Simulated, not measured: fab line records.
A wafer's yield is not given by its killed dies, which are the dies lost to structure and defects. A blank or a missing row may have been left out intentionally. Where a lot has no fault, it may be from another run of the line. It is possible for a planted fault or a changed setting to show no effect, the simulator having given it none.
Lot-split experiment ; flow n5Finfet ; on a route of 1938 steps: 7 lots, 39 wafers read

ON THE SPLIT
At N5_FIN_SAQP_SPACER2_ALD_28 (deposits SiO2, target thk 8.1 nm, pulse time 1 s, purge time 2 s), the setting targetThkA was moved away from the recipe's 81 angstrom on 12 of the 39 wafers read, by -33.6% to +51.7%. This setting was run at the recipe's value on the other wafers.

FROM THE SPLIT TO THE READING: what the file shows between them, 9 steps
- N5_FIN_SAQP_SPACER2_ETCHBACK_29: etches SiO2 in CHF3/O2, target depth 12.2 nm, time 6.1 s
- N5_FIN_SAQP_MANDREL2_REMOVE_60: chemistry HBr/Cl2/O2, target a-Si, stops on SiNx, bt time 10 s
- N5_FIN_SAQP_CD_MEAS_31: target cd 8 nm
- N5_FIN_SAQP_HM_OPEN_33: chemistry CH3F/O2, target SiNx, target depth 49.4 nm, time 70.6 s
- N5_FIN_SAQP_ETCH_34: etches SiO2 in C4F6/O2, target depth 45 nm, time 15 s
- N5_FIN_SAQP_STRIP_77: strips in N2/H2, time 90 s
- N5_FIN_SAQP_HM_CD_35: target cd 8 nm
- N5_FIN_SAQP_ETCH_64: etches SiO2 in CF4, target depth 1.5 nm
- N5_FIN_SAQP_FIN_ETCH_36: etches the open film in HBr/Cl2/O2, target depth 120 nm, time 50.4 s

THE READING
cdNm, in nm, at N5_FIN_SAQP_CD_MEAS_37 (target cd 8 nm). On this fab line, fault-free wafers typically give 8.15 nm with a standard deviation of 0.24 nm.

wafer;tool, chamber at the split;targetThkA as run, angstrom;against the recipe;cdNm, nm;against lot-mates on the recipe
L081.1;aldSin-01, 1,2,2;53.79;-33.6%;5.67;-2.95
L081.2;aldSin-01, 1,2,2;53.79;-33.6%;5.75;-2.87
L081.3;aldSin-01, 0,3,3;81;recipe;8.79;-
L081.4;aldSin-01, 0,3,3;81;recipe;8.52;-
L081.5;aldSin-01, 0,3,3;81;recipe;8.55;-
L081.6;aldSin-01, 1,2,2;53.79;-33.6%;5.77;-2.85
L084.4;aldSin-03, 1,3;81;recipe;8.20;-
L084.5;aldSin-03, 0;81;recipe;8.23;-
L084.6;aldSin-03, 1,3;81;recipe;8.32;-
L085.1;aldSin-03, 2,0;81;recipe;8.18;-
L085.2;aldSin-03, 1;122.9;+51.7%;12.26;+4.06
L085.3;aldSin-03, 0,3;122.9;+51.7%;12.32;+4.12
L085.4;aldSin-03, 3;81;recipe;8.31;-
L085.5;aldSin-03, 0,3;122.9;+51.7%;11.90;+3.70
L085.6;aldSin-03, 2,0;81;recipe;8.10;-
L090.1;aldSin-03, 0,3;81;recipe;8.49;-
L090.2;aldSin-03, 0,3;81;recipe;8.04;-
L090.3;aldSin-03, 2;81;recipe;7.94;-
L090.4;aldSin-03, 1,3;119.2;+47.2%;11.57;+3.41
L090.5;aldSin-03, 2;119.2;+47.2%;11.41;+3.25
L090.6;aldSin-03, 1,3;119.2;+47.2%;11.87;+3.71
L091.1;aldSin-01, 1,0,1;81;recipe;8.51;-
L091.2;aldSin-01, 2,3,0;81;recipe;8.57;-
L091.3;aldSin-01, 2,3,0;81;recipe;8.55;-
L091.4;aldSin-01, 2,3,0;81;recipe;8.38;-
L091.5;aldSin-01, 1,0,1;81;recipe;8.08;-
L091.6;aldSin-01, 1,0,1;81;recipe;8.41;-
L096.1;aldSin-02, 1,0,2,3,1,0;81;recipe;8.47;-
L096.2;aldSin-02, 1,0,2,3,1,0;81;recipe;8.07;-
L096.3;aldSin-02, 1,0,2,3,1,0;81;recipe;8.01;-
L096.4;aldSin-02, 1,0,2,3,1,0;81;recipe;7.99;-
L096.5;aldSin-02, 1,0,2,3,1,0;81;recipe;8.33;-
L096.6;aldSin-02, 1,0,2,3,1,0;81;recipe;8.27;-
L097.1;aldSin-01, 3,1,2;81;recipe;8.01;-
L097.2;aldSin-01, 1,2,0;62.83;-22.4%;6.17;-2.00
L097.3;aldSin-01, 1,2,0;62.83;-22.4%;6.12;-2.05
L097.4;aldSin-01, 1,2,0;62.83;-22.4%;6.59;-1.58
L097.5;aldSin-01, 3,1,2;81;recipe;8.23;-
L097.6;aldSin-01, 3,1,2;81;recipe;8.28;-
When a row names more than one chamber, that row covers several wafers, and the file does not tell which wafer ran in which chamber.

THE FIT
A straight line over all 39 wafers: cdNm changes by +0.075 nm for each +1% of targetThkA; r = +0.99; the points scatter about the line by 0.23 nm.
The same after taking each lot's own level away (the mean of its wafers on the recipe; 39 wafers): +0.078 nm for each +1%; r = +0.99; scatter 0.19 nm.
On that fit, the largest move of targetThkA shifts the reading by 4 nm.
The lots' own levels span 8.157 to 8.620 nm, that is 1.9 times the standard deviation above.
Consequently the slope shifts little with the lot-to-lot level, the two slopes agreeing.
Check: for one of the wafers moved furthest among these (+51.7%), held out of the fit, the line's prediction against its lot-mates is +3.97 nm. Against them it came out at +4.06 nm.

THE WHOLE CHAIN: every reading that the file lists as answering this split, in the file's order
step;what it does;reading;change (the file's fit);r (the file's)
N5_FIN_SAQP_SPACER2_ALD_28;deposits SiO2, target thk 8.1 nm, pulse time 1 s, purge time 2 s;SiO2_of_FIN_SAQP_SPACER2_ALD_28.thkNm (the simulator's own value, which no gauge read);+0.082 nm for each +1% of the setting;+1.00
N5_FIN_SAQP_MANDREL2_REMOVE_60;chemistry HBr/Cl2/O2, target a-Si, stops on SiNx, bt time 10 s;FIN_SAQP.cdNm (the simulator's own value, which no gauge read);+0.0815 nm for each +1% of the setting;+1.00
N5_FIN_SAQP_CD_MEAS_31;target cd 8 nm;cdNm;+0.0846 nm for each +1% of the setting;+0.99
N5_FIN_SAQP_HM_OPEN_33;chemistry CH3F/O2, target SiNx, target depth 49.4 nm, time 70.6 s;FIN_SAQP.cdNm (the simulator's own value, which no gauge read);+0.0807 nm for each +1% of the setting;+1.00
N5_FIN_SAQP_HM_CD_35;target cd 8 nm;cdNm;+0.08 nm for each +1% of the setting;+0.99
N5_FIN_SAQP_ETCH_64;etches SiO2 in CF4, target depth 1.5 nm;FIN_SAQP.cdNm (the simulator's own value, which no gauge read);+0.0801 nm for each +1% of the setting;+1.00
N5_FIN_SAQP_CD_MEAS_37;target cd 8 nm;cdNm;+0.0777 nm for each +1% of the setting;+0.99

FILE'S OWN FIT
cdNm changes by +0.0777 nm for each +1% of targetThkA, r = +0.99.
